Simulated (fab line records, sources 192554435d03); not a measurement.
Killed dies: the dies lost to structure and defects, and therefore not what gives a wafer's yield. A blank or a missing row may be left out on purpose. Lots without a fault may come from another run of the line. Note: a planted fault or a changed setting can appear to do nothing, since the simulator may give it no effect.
Struck lot and sound lot, side by side | flow n5_finfet | 40 out of 1938 route steps
Sound: wafers L431.4, L431.5, L431.6. Struck: wafers L425.2, L425.6 (left out: L425.5, a lot-mate that was not struck); the cause follows at the end.
Order at every step that has rows: each side's tool, ch and its chambers, its first start. Under that, the readings that differ: sound wafers | struck wafers | difference of the means | sigmas: that difference in standard deviations of wafers without a fault.
alike: a reading whose means differ by less than 2 such deviations, as well as words and numbers matching on both sides. not compared: withheld readings; readings where some wafer has no value; bounds like >300 that might hide an equal value; numbers whose values overlap and for which the record gives no deviation.
The two part at a step that has a row with sigmas, a row that says differs or no value, or rows on one side only. Numbers that have no deviation but don't overlap get no sigmas and don't part them. A reading missing from all wafers of one side parts the sides only when that side holds two or more wafers.

first, 9 steps without rows for these wafers: N5_BEOL_M4_ANNEAL_95 (time 240 s); N5_BEOL_M4_SPUTTER_96 (material Cu, target thk 4.5 nm, time 8.29 s); N5_BEOL_M4_ECD_50 (material Cu, target thk 300 nm); N5_BEOL_M4_ANNEAL_51 (time 90 s); N5_BEOL_M4_CMP_52 (polishes, stops on SiOC, t overpolish 6.8 s, target thk 40 nm); N5_BEOL_M4_PRE_CLEAN_60 (time 15 s); N5_BEOL_M4_CO_CAP_55 (material Co, precursor CCTBA/H2, target thk 2 nm, time 102.1 s); N5_BEOL_M4_PRE_CLEAN_56 (time 15 s); N5_BEOL_M4_DEP_57 (deposits SiCN from 3MS/NH3, target thk 8 nm, time 14 s).
N5_BEOL_M4_RC_MEAS_101:
  sound on prober-01 ch 0, day 12 17:43; struck on prober-02 ch 0, day 11 11:55
  alike: DIBL_N, DIBL_P, IOFF_N, IOFF_P, ION_N, ION_P, SS_N, SS_P, VT_N, VT_P
then, 24 steps without rows for these wafers: N5_BEOL_M5_ILD_DEP_00 (deposits SiCOH lowk from DEMS/porogen, target thk 140.64 nm, time 25.9 s); N5_BEOL_M5_CURE_79 (cures SiCOH lowk, time 240 s); N5_BEOL_M5_PECVD_70 (deposits SiO2 from TEOS/O2, target thk 16 nm, time 18 s); N5_BEOL_M5_HM_DEP_02 (deposits TiN, target thk 20 nm); N5_BEOL_M5_COAT_59 (time 60 s, resist thk 60 nm); N5_BEOL_M5_COAT_60 (time 60 s, resist thk 12 nm); N5_BEOL_M5_COAT_71 (time 60 s, resist thk 5 nm); N5_BEOL_M5_COAT_05 (resist thk 30 nm); N5_BEOL_M5_EBR_07; N5_BEOL_M5_SOFTBAKE_06 (time 60 s); N5_BEOL_M5_EXPOSE_08 (exposes mask M5, target cd 28 nm); N5_BEOL_M5_PEB_09 (peb time 60 s); N5_BEOL_M5_DEVELOP_10 (develop time 30 s); N5_BEOL_M5_DESCUM_16 (chemistry O2, time 7 s); N5_BEOL_M5_ETCH_72 (etches underlayer in N2/H2, target depth 6.5 nm, time 5.2 s); N5_BEOL_M5_ETCH_61 (etches SiARC in CF4, target depth 15.6 nm, time 26 s); N5_BEOL_M5_ETCH_62 (etches SOC in N2/H2, target depth 75 nm, overetch 15 nm, time 112.5 s); N5_BEOL_M5_STRIP_63 (strips in N2/H2); N5_BEOL_M5_STRIP_73 (strips in N2/H2); N5_BEOL_M5_STRIP_64 (strips in CF4); N5_BEOL_M5_HM_OPEN_17 (chemistry Cl2/BCl3, target TiN, target depth 20 nm, overetch 6 nm); N5_BEOL_M5_STRIP_19 (strips in O2); N5_BEOL_M5_COAT_65 (time 60 s, resist thk 60 nm); N5_BEOL_M5_COAT_66 (time 60 s, resist thk 12 nm).
-- record jumps: 3 days separate the struck wafers' starts on either side; left off in module BEOL_M5, taken up again in module BEOL_M11, whose first shown step is the route's number 1578 --
N5_BEOL_M11_TRENCH_ETCH_37: etches SiCOH lowk in C4F6/O2, target depth 148.83 nm, time 48 s.
  sound on rie_diel-03 ch 0,1,2, day 15 09:50; struck on rie_diel-06 ch 2, day 14 07:43
  reading                                     | sound          | struck      | difference | sigmas
  drypump_motor_current_A (A)                 | 6.6 6.5 5.7    | 5.0 4.9     | -1.3       | -2
  oes_product_au (a.u.)                       | 0.88 0.89 0.83 | 1.22 1.21   | +0.35      | +4
  model.BEOL_M11.feature_depth_nm (nm)        | 154.6 153 147  | 259.4 256.6 | +106.5     |
  model.etch.depth_nm (nm)                    | 154.6 153 147  | 259.5 256.5 | +106.5     |
  model.TiN_of_BEOL_M11_HM_DEP_02.thk_nm (nm) | 15.8 15.6 16   | 12.2 12.4   | -3.5       |
  alike: bias_w, chamber_pressure_mTorr, rf_vpp_V, showerhead_plenum_p_Torr, throttle_valve_pct
  not compared: rf_hours_counter_h
N5_BEOL_M11_OCD_MEAS_38:
  sound: ocd-01 at day 15 10:01; struck: ocd-01 at day 14 07:53
  reading              | sound             | struck      | difference | sigmas
  trench_depth_nm (nm) | 154.6 152.8 146.7 | 259.8 256.5 | +106.8     | +36
N5_BEOL_M11_CMP_52: polishes, stops on SiCOH lowk, t overpolish 7 s, target thk 140 nm.
  sound on cmp-03 ch 0,1, day 15 13:20; struck on cmp-01 ch 1, day 14 10:43
  reading                                 | sound             | struck    | difference | sigmas
  model.Cu_of_BEOL_M11_ECD_50.thk_nm (nm) | 145.6 142.4 139.4 | 250.2 247 | +106.1     |
  alike: head_pressure_psi, motor_current_A
N5_BEOL_M11_THK_MEAS_53: measures by xrf.
  sound: film_metro-02 at day 15 13:35; struck: film_metro-02 at day 14 10:58
  reading      | sound       | struck  | difference | sigmas
  M11_THK (nm) | 147 145 141 | 255 251 | +109       | +32
N5_BEOL_M11_RS_MEAS_57: measures by four-point-probe.
  sound: film_metro-01 at day 15 13:43; struck: film_metro-01 at day 14 11:05
  reading         | sound             | struck      | difference | sigmas
  M11_RS (ohm/sq) | 0.145 0.148 0.152 | 0.081 0.082 | -0.067     | -17
N5_PASSIVATION_PROBE_49:
  the record has rows for the struck wafers here (prober-02, day 16 02:47) and none for the sound ones

## WHERE THEY PART
Last at N5_PASSIVATION_PROBE_49 as far as this record goes, first at N5_BEOL_M11_TRENCH_ETCH_37.

WHY: what the simulator had put in
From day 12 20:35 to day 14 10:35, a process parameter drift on rie_diel-06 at N5_BEOL_M11_TRENCH_ETCH_37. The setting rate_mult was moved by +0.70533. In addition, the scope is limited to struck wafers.
